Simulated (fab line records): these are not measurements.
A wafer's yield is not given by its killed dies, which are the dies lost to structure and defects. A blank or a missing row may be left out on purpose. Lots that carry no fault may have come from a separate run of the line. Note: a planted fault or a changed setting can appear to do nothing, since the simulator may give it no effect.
fab line records ; flow nand_harc
[record] lots = 15; wafers = 45; last_day = 34
route steps=1302 shown A_CONTACT@1101 A_BLC@1118
lots with no fault: from the same line, run without faults
start_h: hours from the record's opening day to when the first of the lot's shown wafers began ; wait_h: how many hours have passed since the lot's step before this one ; " repeats the value in the row above ; L1.1+2: a row that stands for several wafers ; - value missing, or start not given ; * or withheld: withheld ; < > ~ a bound
route shown NAME@n: a module of which the file shows steps, and the number in the route of the first ; usual: average and standard deviation across the fault-free wafers ; same: alike in all rows ; chamber/n: place in a boat ; sites: the reading at each site ; _std_site: standard deviation of those values ; _edge_site: outer sites' mean less inner sites' ; radius_mm: for every site, how far away it sits from the centre of the wafer ; mask NAME#n: copy n ; behind: the tool/chamber that last shaped the wafer ; hold: reason for holding the lot/hours on hold/outcome of the hold ; device: whichever transistor did not switch (one of n, p or np) ; end of line: at the end of the route, the tests of the same wafers ; step lacking rows: just its recipe ; killed: count of dies lost to structure and defects at first sort (not the wafer's yield) ; map: shows each die of a wafer: x if killed, . if not, _ if none is there
set.NAME: the setting as run; set.NAME@STEP: as run at that earlier step ; model.NAME: the simulator's own value behind a step, which no gauge read
steps of the route over a sample of lots; a table a step, a row a wafer
services: from which hour (start_h, from the record's first day; less than 0 if before it) a tool's chamber was out of use, for how many hours, and why
[[steps]]
[step NHARC_A_CONTACT_ALD_18]
[recipe] target_thk_a = 30; pulse_time_s = 1; ald_cycles = 150; temp_c = 450; material = TiN
[usual] heater_power_w = 1107/140; precursor_pulse_height_rel = 1.003/0.02
lot.wafer;tool;chamber;start_h;wait_h;heater_power_w;precursor_pulse_height_rel
L602.4;ald_metal-04;1;513.45;-;1174;1.020
L602.6;ald_metal-04;2;513.45;-;1256;1.015
L602.5;ald_metal-04;3;513.45;-;1160;0.994
L604.2;ald_metal-02;0;525.59;-;955;1.015
L604.1;ald_metal-02;1;525.59;-;855;1.014
L604.5;ald_metal-02;3;525.59;-;989;1.006
L603.1;ald_metal-02;0;528.14;-;932;1.000
L603.5;ald_metal-02;0;528.14;-;977;0.992
L603.6;ald_metal-02;1;528.14;-;855;1.019
L605.1;ald_metal-01;2;544.98;-;1092;1.004
L605.4;ald_metal-01;0;544.98;-;1222;0.966
L605.6;ald_metal-01;1;544.98;-;857;0.985
L609.1;ald_metal-04;3;559.51;-;1194;1.021
L609.3;ald_metal-04;1;559.51;-;1186;1.021
L609.5;ald_metal-04;3;559.51;-;1205;0.984
L608.2;ald_metal-02;1;565.17;-;825;0.985
L608.3;ald_metal-02;2;565.17;-;1320;1.011
L608.6;ald_metal-02;3;565.17;-;1027;0.990
L611.1;ald_metal-01;3;588.16;-;1190;1.028
L611.4;ald_metal-01;0;588.16;-;1199;1.031
L611.2;ald_metal-01;1;588.16;-;868;1.005
L610.4;ald_metal-02;2;594.27;-;1345;0.999
L610.2;ald_metal-02;1;594.27;-;839;0.988
L610.5;ald_metal-02;3;594.27;-;1018;0.963
L612.2;ald_metal-01;1;610.70;-;872;0.981
L612.5;ald_metal-01;1;610.70;-;876;0.970
L612.6;ald_metal-01;2;610.70;-;1071;0.998
L613.3;ald_metal-04;1;611.00;-;1183;0.986
L613.6;ald_metal-04;1;611.00;-;1195;0.963
L613.5;ald_metal-04;2;611.00;-;1246;0.990
L614.2;ald_metal-02;0;640.77;-;965;1.019
L614.6;ald_metal-02;3;640.77;-;1053;0.999
L614.5;ald_metal-02;0;640.77;-;953;1.023
L615.1;ald_metal-01;2;641.19;-;1115;0.983
L615.5;ald_metal-01;0;641.19;-;1200;0.986
L615.6;ald_metal-01;1;641.19;-;848;1.002
L623.3;ald_metal-04;1;711.27;-;1154;0.983
L623.1;ald_metal-04;2;711.27;-;1264;1.011
L623.6;ald_metal-04;3;711.27;-;1234;1.018
L622.2;ald_metal-04;0;716.38;-;1207;1.027
L622.4;ald_metal-04;2;716.38;-;1272;0.963
L622.5;ald_metal-04;0;716.38;-;1258;1.001
L625.3;ald_metal-01;0;769.28;-;1099;1.002
L625.1;ald_metal-01;2;769.28;-;1172;1.021
L625.2;ald_metal-01;3;769.28;-;1132;1.023
[step NHARC_A_BLC_OVL_MEAS_11]
[usual] overlay_x_nm = 0.1/0.92; overlay_y_nm = -0.2/0.8
lot.wafer;tool;chamber;start_h;wait_h;overlay_x_nm;overlay_y_nm
L602.4;overlay-01;-;515.36;-;-0.5;0.2
L602.5;overlay-01;-;515.36;-;-0.2;0.3
L602.6;overlay-01;-;515.36;-;0.5;0.0
L604.1;overlay-01;-;527.53;-;-1.8;-1.6
L604.2;overlay-01;-;527.53;-;-0.7;-1.3
L604.5;overlay-01;-;527.53;-;-1.0;-0.6
L603.1;overlay-02;-;530.09;-;1.9;-1.2
L603.5;overlay-02;-;530.09;-;1.6;-0.8
L603.6;overlay-02;-;530.09;-;1.1;-1.0
L605.1;overlay-01;-;546.94;-;-2.0;0.0
L605.4;overlay-01;-;546.94;-;-1.8;0.3
L605.6;overlay-01;-;546.94;-;-1.4;0.1
L609.1;overlay-01;-;561.45;-;0.7;0.6
L609.3;overlay-01;-;561.45;-;0.7;0.1
L609.5;overlay-01;-;561.45;-;0.7;0.5
L608.2;overlay-02;-;567.23;-;0.4;0.3
L608.3;overlay-02;-;567.23;-;0.6;-0.3
L608.6;overlay-02;-;567.23;-;0.4;0.1
L611.1;overlay-01;-;590.10;-;1.2;-0.1
L611.2;overlay-01;-;590.10;-;1.6;-0.5
L611.4;overlay-01;-;590.10;-;1.1;-0.5
L610.2;overlay-02;-;600.24;-;1.2;-0.5
L610.4;overlay-02;-;600.24;-;0.4;0.1
L610.5;overlay-02;-;600.24;-;0.2;0.2
L612.2;overlay-02;-;612.70;-;0.3;0.2
L612.5;overlay-02;-;612.70;-;0.1;0.2
L612.6;overlay-02;-;612.70;-;0.8;-0.1
L613.3;overlay-02;-;613.84;-;-0.1;0.9
L613.5;overlay-02;-;613.84;-;-0.6;0.9
L613.6;overlay-02;-;613.84;-;-0.6;1.0
L614.2;overlay-01;-;642.83;-;0.2;0.2
L614.5;overlay-01;-;642.83;-;0.5;0.2
L614.6;overlay-01;-;642.83;-;0.3;0.9
L615.1;overlay-02;-;643.58;-;-0.7;-1.0
L615.5;overlay-02;-;643.58;-;-0.9;-1.3
L615.6;overlay-02;-;643.58;-;-1.0;-1.2
L623.1;overlay-02;-;713.20;-;-1.3;0.8
L623.3;overlay-02;-;713.20;-;-0.6;0.6
L623.6;overlay-02;-;713.20;-;-1.5;1.0
L622.2;overlay-02;-;718.47;-;-0.5;-0.7
L622.4;overlay-02;-;718.47;-;-0.9;-0.8
L622.5;overlay-02;-;718.47;-;-0.7;-1.0
L625.1;overlay-01;-;771.23;-;0.8;0.2
L625.2;overlay-01;-;771.23;-;1.0;-0.3
L625.3;overlay-01;-;771.23;-;1.3;0.0
[step NHARC_A_BLC_PVD_32]
[recipe] target_thk_a = 50; chamber_pressure_pa = 5; power_w = 5000; substrate_temp_c = 200; time_s = 17.7; material = Ti
[usual] throttle_valve_pct = 29.9/1.3
[same] time_s = 17.7
lot.wafer;tool;chamber;start_h;wait_h;throttle_valve_pct
L602.4;pvd_sputter-01;-;-;-;31.8
L602.5;pvd_sputter-01;-;-;-;29.3
L602.6;pvd_sputter-01;-;-;-;31.8
L604.2;pvd_sputter-01;-;-;-;29.8
L604.1;pvd_sputter-01;-;-;-;31.7
L604.5;pvd_sputter-01;-;-;-;29.0
L603.1;pvd_sputter-02;-;-;-;31.3
L603.5;pvd_sputter-02;-;-;-;31.4
L603.6;pvd_sputter-02;-;-;-;31.3
L605.1;pvd_sputter-02;-;-;-;31.0
L605.4;pvd_sputter-02;-;-;-;31.1
L605.6;pvd_sputter-02;-;-;-;31.3
L609.1;pvd_sputter-01;-;-;-;31.9
L609.3;pvd_sputter-01;-;-;-;29.2
L609.5;pvd_sputter-01;-;-;-;31.6
L608.2;pvd_sputter-02;-;-;-;31.4
L608.3;pvd_sputter-02;-;-;-;31.3
L608.6;pvd_sputter-02;-;-;-;31.4
L611.1;pvd_sputter-02;-;-;-;28.0
L611.2;pvd_sputter-02;-;-;-;30.1
L611.4;pvd_sputter-02;-;-;-;31.1
L610.4;pvd_sputter-02;-;-;-;27.9
L610.2;pvd_sputter-02;-;-;-;31.4
L610.5;pvd_sputter-02;-;-;-;27.6
L612.2;pvd_sputter-02;-;-;-;28.1
L612.5;pvd_sputter-02;-;-;-;28.0
L612.6;pvd_sputter-02;-;-;-;30.4
L613.3;pvd_sputter-03;-;-;-;30.0
L613.6;pvd_sputter-03;-;-;-;30.5
L613.5;pvd_sputter-03;-;-;-;30.0
L614.2;pvd_sputter-03;-;-;-;29.9
L614.6;pvd_sputter-03;-;-;-;27.1
L614.5;pvd_sputter-03;-;-;-;30.3
L615.1;pvd_sputter-01;-;-;-;29.6
L615.6;pvd_sputter-01;-;-;-;29.2
L615.5;pvd_sputter-01;-;-;-;29.7
L623.3;pvd_sputter-03;-;-;-;30.3
L623.1;pvd_sputter-03;-;-;-;29.9
L623.6;pvd_sputter-03;-;-;-;29.9
L622.2;pvd_sputter-01;-;-;-;29.4
L622.4;pvd_sputter-01;-;-;-;32.1
L622.5;pvd_sputter-01;-;-;-;28.9
L625.1;pvd_sputter-02;-;-;-;30.1
L625.2;pvd_sputter-02;-;-;-;27.8
L625.3;pvd_sputter-02;-;-;-;29.6
[step NHARC_A_BLC_CVD_24]
[recipe] target_thk_a = 1500; temp_c = 300; pressure_torr = 40; wf6_flow_sccm = 40; h2_flow_sccm = 1600; ar_flow_sccm = 1560; time_s = 434; material = W
[usual] heater_power_w = 477/32; throttle_valve_pct = 7.88/0.22
[same] time_s = 434
lot.wafer;tool;chamber;start_h;wait_h;heater_power_w;throttle_valve_pct
L602.4;cvd_w-02;1;517.69;-;499;7.93
L602.5;cvd_w-02;0;517.69;-;479;7.51
L602.6;cvd_w-02;1;517.69;-;507;8.09
L604.1;cvd_w-02;1;529.68;-;505;7.97
L604.2;cvd_w-02;0;529.68;-;470;7.87
L604.5;cvd_w-02;0;529.68;-;473;7.56
L603.1;cvd_w-02;0;532.37;-;479;7.88
L603.5;cvd_w-02;0;532.37;-;474;7.69
L603.6;cvd_w-02;1;532.37;-;521;7.68
L605.1;cvd_w-02;1;549.13;-;522;7.95
L605.4;cvd_w-02;0;549.13;-;485;8.12
L605.6;cvd_w-02;1;549.13;-;496;8.14
L609.1;cvd_w-01;1;563.73;-;428;7.75
L609.3;cvd_w-01;1;563.73;-;422;8.05
L609.5;cvd_w-01;0;563.73;-;485;8.20
L608.2;cvd_w-01;0;569.44;-;490;7.67
L608.3;cvd_w-01;0;569.44;-;492;7.88
L608.6;cvd_w-01;0;569.44;-;496;8.02
L611.2;cvd_w-02;1;592.21;-;505;7.90
L611.1;cvd_w-02;0;592.21;-;479;8.20
L611.4;cvd_w-02;1;592.21;-;497;7.78
L610.2;cvd_w-02;1;602.44;-;500;7.89
L610.4;cvd_w-02;1;602.44;-;504;8.01
L610.5;cvd_w-02;1;602.44;-;517;7.90
L612.2;cvd_w-01;0;614.92;-;485;8.26
L612.6;cvd_w-01;1;614.92;-;426;7.96
L612.5;cvd_w-01;0;614.92;-;494;7.96
L613.3;cvd_w-02;0;616.18;-;481;8.02
L613.6;cvd_w-02;1;616.18;-;503;7.86
L613.5;cvd_w-02;0;616.18;-;474;8.01
L614.2;cvd_w-02;1;645.08;-;496;7.29
L614.5;cvd_w-02;1;645.08;-;504;7.71
L614.6;cvd_w-02;1;645.08;-;497;7.63
L614.2;cvd_w-02;1;646.21;1.0;506;7.62
L614.5;cvd_w-02;1;646.21;1.0;490;7.39
L614.6;cvd_w-02;1;646.21;1.0;499;7.46
L615.1;cvd_w-01;0;645.76;-;499;8.08
L615.6;cvd_w-01;1;645.76;-;415;7.60
L615.5;cvd_w-01;0;645.76;-;499;8.14
L615.1;cvd_w-01;0;646.45;0.6;487;7.96
L615.6;cvd_w-01;1;646.45;0.6;422;8.06
L615.5;cvd_w-01;0;646.45;0.6;492;7.91
L623.1;cvd_w-01;1;715.30;-;438;7.83
L623.3;cvd_w-01;1;715.30;-;431;7.83
L623.6;cvd_w-01;0;715.30;-;494;8.37
L622.2;cvd_w-01;1;720.57;-;430;7.80
L622.4;cvd_w-01;1;720.57;-;424;7.87
L622.5;cvd_w-01;0;720.57;-;492;8.21
L622.2;cvd_w-01;1;721.27;0.6;423;7.74
L622.4;cvd_w-01;1;721.27;0.6;426;7.89
L622.5;cvd_w-01;0;721.27;0.6;503;8.10
L625.1;cvd_w-02;1;773.36;-;497;7.49
L625.2;cvd_w-02;0;773.36;-;498;7.98
L625.3;cvd_w-02;1;773.36;-;486;7.71
[step NHARC_A_BLC_CMP_25]
[recipe] t_overpolish_s = 30; target_thk_nm = 150
[usual] motor_current_A = 12.2/0.8; overpolish_run_s = 30.000/0.0087; time_to_endpoint_s = 30.0/2.4
lot.wafer;tool;chamber;start_h;wait_h;motor_current_A;overpolish_run_s;time_to_endpoint_s
L602.4;cmp-03;0;518.05;0.3;12.8;30.007;31.1
L602.6;cmp-03;2;518.05;0.3;11.9;30.007;25.4
L602.5;cmp-03;3;518.05;0.3;12.5;29.998;30.1
L604.1;cmp-03;1;530.27;0.5;12.8;29.979;32.3
L604.2;cmp-03;2;530.27;0.5;11.6;30.007;26.7
L604.5;cmp-03;0;530.27;0.5;13.5;30.013;29.5
L603.1;cmp-03;3;532.94;0.5;12.1;30.007;35.9
L603.6;cmp-03;1;532.94;0.5;12.4;29.990;33.5
L603.5;cmp-03;2;532.94;0.5;11.7;29.993;31.3
L605.4;cmp-01;0;549.61;0.3;12.1;29.992;30.4
L605.1;cmp-01;2;549.61;0.3;11.0;29.998;27.0
L605.6;cmp-01;3;549.61;0.3;11.9;30.003;26.8
L609.3;cmp-01;1;564.18;0.2;11.8;30.008;28.2
L609.1;cmp-01;2;564.18;0.2;11.0;29.994;28.4
L609.5;cmp-01;1;564.18;0.2;12.0;30.004;27.8
L608.3;cmp-02;1;569.93;0.3;12.2;30.000;29.2
L608.2;cmp-02;2;569.93;0.3;11.7;30.024;29.0
L608.6;cmp-02;0;569.93;0.3;13.2;29.988;26.2
L611.4;cmp-03;1;592.74;0.3;12.9;29.990;33.0
L611.2;cmp-03;3;592.74;0.3;12.7;29.994;32.4
L611.1;cmp-03;0;592.74;0.3;13.6;29.992;33.2
L610.2;cmp-03;1;602.95;0.4;12.9;30.007;33.3
L610.4;cmp-03;2;602.95;0.4;11.3;30.008;31.5
L610.5;cmp-03;3;602.95;0.4;12.8;30.007;31.7
L612.2;cmp-02;0;615.42;0.4;13.0;29.990;28.6
L612.5;cmp-02;2;615.42;0.4;12.1;29.988;29.9
L612.6;cmp-02;3;615.42;0.4;14.6;29.990;29.5
L613.3;cmp-01;1;616.52;0.3;11.4;29.997;31.1
L613.5;cmp-01;0;616.52;0.3;12.1;30.002;34.3
L613.6;cmp-01;1;616.52;0.3;11.5;30.000;31.4
L615.1;cmp-01;3;646.99;0.5;12.0;30.009;63.2
L615.6;cmp-01;2;646.99;0.5;11.1;29.996;58.5
L615.5;cmp-01;3;646.99;0.5;12.0;30.002;62.7
L614.2;cmp-03;3;649.38;3.0;12.4;30.007;60.5
L614.6;cmp-03;0;649.38;3.0;12.9;29.996;58.7
L614.5;cmp-03;1;649.38;3.0;12.3;29.993;59.5
L623.1;cmp-01;0;715.83;0.5;12.1;30.013;30.6
L623.3;cmp-01;3;715.83;0.5;12.2;29.995;29.2
L623.6;cmp-01;1;715.83;0.5;11.6;29.988;29.3
L622.2;cmp-01;0;721.86;0.5;12.5;30.012;62.1
L622.4;cmp-01;1;721.86;0.5;12.1;30.003;60.7
L622.5;cmp-01;0;721.86;0.5;12.2;29.995;62.3
L625.2;cmp-02;0;773.89;0.4;12.7;30.006;26.0
L625.1;cmp-02;1;773.89;0.4;12.2;29.996;24.9
L625.3;cmp-02;3;773.89;0.4;13.5;30.015;29.3
[[services]]
tool;chamber;start_h;hours;kind
cmp-01;-;490.58;1.8;repair
pvd_sputter-02;-;494.27;3.0;repair
cmp-01;-;506.50;1.2;repair
cmp-01;-;512.11;4.0;pm
cmp-01;-;517.26;0.3;repair
cvd_w-02;-;523.67;0.8;repair
pvd_sputter-02;-;524.96;4.8;repair
cmp-03;-;542.00;1.1;repair
cvd_w-01;-;547.00;13.0;pm
cmp-01;-;548.30;1.0;repair
cmp-03;-;554.23;4.0;pm
cmp-01;-;566.77;5.5;repair
cmp-03;-;567.35;23.4;repair
pvd_sputter-02;-;569.64;9.8;repair
cmp-03;-;608.74;18.2;repair
cmp-01;-;610.11;4.0;pm
cvd_w-01;1;611.03;1.7;repair
cvd_w-01;0;627.22;4.2;repair
cvd_w-02;-;631.00;13.0;pm
pvd_sputter-02;-;638.00;10.0;pm
cvd_w-02;-;680.60;1.1;repair
pvd_sputter-02;-;716.29;4.6;repair
cvd_w-01;-;728.00;13.0;pm
cvd_w-02;-;765.65;4.5;repair
[[key]]
[first_sign] step = NHARC_A_BLC_CVD_24; reading = visit; direction = added
[effect] step = NHARC_A_BLC_CMP_25; reading = time_to_endpoint_s; direction = up; sigmas = 13; usual = *; struck = *
met_at NHARC_A_BLC_CVD_24
struck_lots L614,L615,L622
sort_left_out L614.2,L614.5,L614.6,L615.1,L615.5,L615.6,L622.2,L622.4,L622.5
tester_left_out L614,L615,L622
not_acting_at NHARC_A_CONTACT_ALD_18,NHARC_A_BLC_OVL_MEAS_11,NHARC_A_BLC_PVD_32
[fault] kind = repeated_step_whole; tool = cvd_w-01,cvd_w-02; chamber = -; onset_h = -; steps = NHARC_A_BLC_CVD_24; times = 1; scope = struck_lots_only
// tester_left_out: of these lots the tester's yield and bins aren't shown, on N5 and GAA mostly nor the transistor test; their killed dies are dies lost to structure and defects alone, not to doping, threshold or leakage, so they don't give the yield
// sort_left_out: the simulated sort isn't trusted on such a fault, so these wafers' sort isn't shown, and their yield isn't known
